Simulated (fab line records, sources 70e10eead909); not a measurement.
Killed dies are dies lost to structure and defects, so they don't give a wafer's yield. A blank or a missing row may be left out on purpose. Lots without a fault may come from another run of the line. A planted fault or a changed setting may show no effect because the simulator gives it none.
Which tool did it? | flow nand_harc | 13 lots, 39 wafers sampled, at 5 steps of a route of 1302

WHAT THE GAUGES READ, wafer by wafer
NHARC_END_SORT_01. Usual: killed_at_array 47, standard deviation 18; killed_at_other 0.9, standard deviation 1.1; killed_at_periphery 4, standard deviation 3.1; killed_dies 52, standard deviation 18; killed_open 3.1, standard deviation 1.5; killed_short 2.4, standard deviation 1.5.
lot  | measured     | on        | killed_at_array | killed_at_other | killed_at_periphery | killed_dies | killed_open | killed_short | flag
L348 | day 30 07:48 | prober-02 | 671 671 671     | 0 0 0           | 6 6 6               | 677 677 677 | 1 4 5       | 2 1 1        | OFF
L349 | day 30 07:50 | prober-01 | 671 668 673     | 0 0 0           | 6 9 4               | 677 677 677 | 4 5 2       | 7 3 2        | OFF
L350 | day 30 15:35 | prober-02 | 660 666 669     | 0 1 0           | 17 10 8             | 677 677 677 | 7 1 4       | 6 2 2        | OFF

WHICH TOOL RAN EACH LOT (tool, then ch and the chambers of the sampled wafers, then the start)
lot  | NHARC_A_CHANNEL_FILL_D1_ALD_16   | NHARC_A_CHANNEL_FILL_D1_ALD_25   | NHARC_A_CHANNEL_FILL_D1_CMP_10 | NHARC_A_DECK1_JOINT_CVD_12
L336 | ald_hk-04 ch 0,1,3, day 9 22:34  | ald_hk-03 ch 0,2, day 10 22:56   | cmp-03 ch 0,1, day 11 09:38    | lpcvd_poly-02 ch 0, day 11 17:23
L335 | ald_hk-04 ch 1,3, day 9 22:42    | ald_hk-01 ch 1,2,3, day 10 22:19 | cmp-04 ch 0,1, day 11 09:38    | lpcvd_poly-02 ch 0, day 11 17:23
L337 | ald_hk-03 ch 0,2,3, day 10 15:34 | ald_hk-03 ch 1,2,3, day 11 15:58 | cmp-03 ch 0,1,2, day 12 03:26  | lpcvd_poly-04 ch 0, day 12 11:21
L339 | ald_hk-04 ch 1,2, day 10 22:44   | ald_hk-03 ch 0,1,2, day 12 00:43 | cmp-03 ch 0,1,3, day 12 10:16  | lpcvd_poly-01 ch 0, day 12 18:23
L341 | ald_hk-04 ch 0,3, day 12 01:14   | ald_hk-04 ch 1,3, day 13 01:49   | cmp-04 ch 0,2, day 13 12:29    | lpcvd_poly-02 ch 0, day 13 20:31
L345 | ald_hk-04 ch 0,2, day 13 22:11   | ald_hk-01 ch 0,3, day 15 00:35   | cmp-02 ch 0,1,3, day 15 11:22  | lpcvd_poly-04 ch 0, day 15 19:18
L347 | ald_hk-03 ch 1,2,3, day 14 09:01 | ald_hk-03 ch 0,2, day 15 10:59   | cmp-02 ch 0,1,2, day 15 22:18  | lpcvd_poly-02 ch 0, day 16 06:28
L348 | ald_hk-03 ch 1,2,3, day 15 06:22 | ald_hk-03 ch 0,1,2, day 16 07:03 | cmp-03 ch 1,2,3, day 16 18:42  | lpcvd_poly-04, day 17 05:02
L349 | ald_hk-03 ch 0,1,3, day 15 10:28 | ald_hk-04 ch 0,1,2, day 16 15:14 | cmp-03 ch 0,1,2, day 17 02:36  | lpcvd_poly-02, day 17 10:22
L350 | ald_hk-04 ch 1,2,3, day 15 15:09 | ald_hk-03 ch 1,2,3, day 16 15:14 | cmp-04 ch 0,1,3, day 17 02:36  | lpcvd_poly-02, day 17 10:22
L354 | ald_hk-01 ch 1,2,3, day 17 10:54 | ald_hk-03 ch 0,2,3, day 18 12:48 | cmp-04 ch 2,3, day 18 22:59    | lpcvd_poly-02 ch 0, day 19 06:47
L357 | ald_hk-04 ch 0,1,3, day 18 08:58 | ald_hk-03 ch 0,1,3, day 19 09:12 | cmp-03 ch 0,1,2, day 19 19:52  | lpcvd_poly-04 ch 0, day 20 03:47
L358 | ald_hk-03 ch 0,3, day 18 20:53   | ald_hk-01 ch 0,2,3, day 19 21:43 | cmp-03 ch 0,3, day 20 08:18    | lpcvd_poly-01 ch 0, day 20 16:13
- NHARC_A_CHANNEL_FILL_D1_ALD_16: deposits SiO2, target thk 1.5 nm, pulse time 10 s, ald cycles 15.
- NHARC_A_CHANNEL_FILL_D1_ALD_25: deposits SiOx, target thk 60 nm, pulse time 10 s, ald cycles 600.
- NHARC_A_CHANNEL_FILL_D1_CMP_10: polishes, target thk 150 nm.
- NHARC_A_DECK1_JOINT_CVD_12: deposits poly-Si, target thk 90 nm, time 1800 s.

WHAT THE TOOLS THEMSELVES READ (means of the sampled wafers that have a number; where no wafer has one, the mark that the record gives instead)
NHARC_A_CHANNEL_FILL_D1_ALD_16. Usual: heater_power_w 463 W, standard deviation 51; precursor_pulse_height_rel 0.999, standard deviation 0.019.
lot  | tool      | heater_power_w (W) | precursor_pulse_height_rel | flag
L336 | ald_hk-04 | 415                | 1.006                      |
L335 | ald_hk-04 | 424                | 0.987                      |
L337 | ald_hk-03 | 509                | 0.998                      |
L339 | ald_hk-04 | 427                | 0.990                      |
L341 | ald_hk-04 | 438                | 1.003                      |
L345 | ald_hk-04 | 448                | 0.999                      |
L347 | ald_hk-03 | 530                | 1.002                      |
L348 | ald_hk-03 | 539                | 0.996                      |
L349 | ald_hk-03 | 493                | 0.999                      |
L350 | ald_hk-04 | 449                | 1.005                      |
L354 | ald_hk-01 | 491                | 1.026                      |
L357 | ald_hk-04 | 436                | 1.013                      |
L358 | ald_hk-03 | 521                | 0.999                      |

NHARC_A_CHANNEL_FILL_D1_ALD_25. Usual: heater_power_w 481 W, standard deviation 51; precursor_pulse_height_rel 0.998, standard deviation 0.02.
lot  | tool      | heater_power_w (W) | precursor_pulse_height_rel | flag
L336 | ald_hk-03 | 463                | 0.988                      |
L335 | ald_hk-01 | 483                | 1.035                      |
L337 | ald_hk-03 | 534                | 0.995                      |
L339 | ald_hk-03 | 482                | 1.012                      |
L341 | ald_hk-04 | 447                | 0.997                      |
L345 | ald_hk-01 | 511                | 1.005                      |
L347 | ald_hk-03 | 469                | 1.000                      |
L348 | ald_hk-03 | 487                | 0.998                      |
L349 | ald_hk-04 | 432                | 1.006                      |
L350 | ald_hk-03 | 541                | 1.014                      |
L354 | ald_hk-03 | 529                | 1.015                      |
L357 | ald_hk-03 | 488                | 1.007                      |
L358 | ald_hk-01 | 504                | 0.989                      |

NHARC_A_CHANNEL_FILL_D1_CMP_10. Usual: motor_current_A 11.9 A, standard deviation 0.6; slurry_flow_ml_min 150.0, standard deviation 0.42; time_to_endpoint_s 15.4 s, standard deviation 2.4.
lot  | tool   | motor_current_A (A) | slurry_flow_ml_min | time_to_endpoint_s (s) | flag
L336 | cmp-03 | 11.6                | 150.0              | 12.9                   |
L335 | cmp-04 | 12.3                | 149.6              | 15.9                   |
L337 | cmp-03 | 12.0                | 149.7              | 18.4                   |
L339 | cmp-03 | 11.7                | 150.3              | 15.7                   |
L341 | cmp-04 | 12.5                | 150.6              | 13.8                   |
L345 | cmp-02 | 11.7                | 150.3              | 15.8                   |
L347 | cmp-02 | 11.6                | 150.0              | 15.3                   |
L348 | cmp-03 | 11.3                | 149.8              | 13.0                   |
L349 | cmp-03 | 11.6                | 150.1              | 15.7                   |
L350 | cmp-04 | 12.5                | 150.1              | 17.4                   |
L354 | cmp-04 | 12.3                | 149.8              | 14.0                   |
L357 | cmp-03 | 11.4                | 149.7              | 15.2                   |
L358 | cmp-03 | 11.6                | 150.0              | 16.0                   |

NHARC_A_DECK1_JOINT_CVD_12. Usual: pressure_mtorr 200.1 mTorr, standard deviation 0.38; run_length_s 1801.5 s, standard deviation 0.45; spike_tc_lower_C 619.9 C, standard deviation 1.6.
lot  | tool          | pressure_mtorr (mTorr) | run_length_s (s) | spike_tc_lower_C (C) | flag
L336 | lpcvd_poly-02 | 199.7                  | 1801.7           | 618.5                |
L335 | lpcvd_poly-02 | 199.4                  | 1801.2           | 618.6                |
L337 | lpcvd_poly-04 | 199.9                  | 1801.5           | 619.4                |
L339 | lpcvd_poly-01 | 200.4                  | 1801.1           | 621.8                |
L341 | lpcvd_poly-02 | 199.9                  | 1801.7           | 619.8                |
L345 | lpcvd_poly-04 | 200.3                  | 1801.5           | 619.3                |
L347 | lpcvd_poly-02 | 200.3                  | 1801.2           | 618.2                |
L348 | lpcvd_poly-04 | -                      | -                | -                    | OFF
L349 | lpcvd_poly-02 | -                      | -                | -                    | OFF
L350 | lpcvd_poly-02 | -                      | -                | -                    | OFF
L354 | lpcvd_poly-02 | 200.2                  | 1802.1           | 619.1                |
L357 | lpcvd_poly-04 | 200.0                  | 1801.8           | 620.7                |
L358 | lpcvd_poly-01 | 200.0                  | 1801.4           | 621.5                |

THE ANSWER, worked out from the rows above alone
Rule: a lot is off if the mean of its wafers that have a number lies more than 3 standard deviations from the usual mean. A lot without any number at a reading at which 4 lots or more have one is off too. The other lots that the step has rows for count as sound. The gauges are gone through in route order, then the tools' own readings, and for those a lot's mean is taken as printed above. The first step at which some lot is off is used, and at that step the reading that is off furthest; a lot without a number counts as furthest.
Off: L348, L349, L350, at NHARC_END_SORT_01 (killed_dies). Neither off nor sound, because the step has no rows for them: L336, L335, L337, L339, L341, L345, L347, L354, L357, L358.
A tool fits if, at a process step before that reading, it ran every lot that is off, and no sound lot after the first of them. The gauges at NHARC_END_SORT_01 aren't tried: what is off there is off at NHARC_A_DECK1_JOINT_CVD_12 too, on other tools, and a gauge's error can't cause that. None of those tried fits.

WHAT THE SIMULATOR HAD PUT IN
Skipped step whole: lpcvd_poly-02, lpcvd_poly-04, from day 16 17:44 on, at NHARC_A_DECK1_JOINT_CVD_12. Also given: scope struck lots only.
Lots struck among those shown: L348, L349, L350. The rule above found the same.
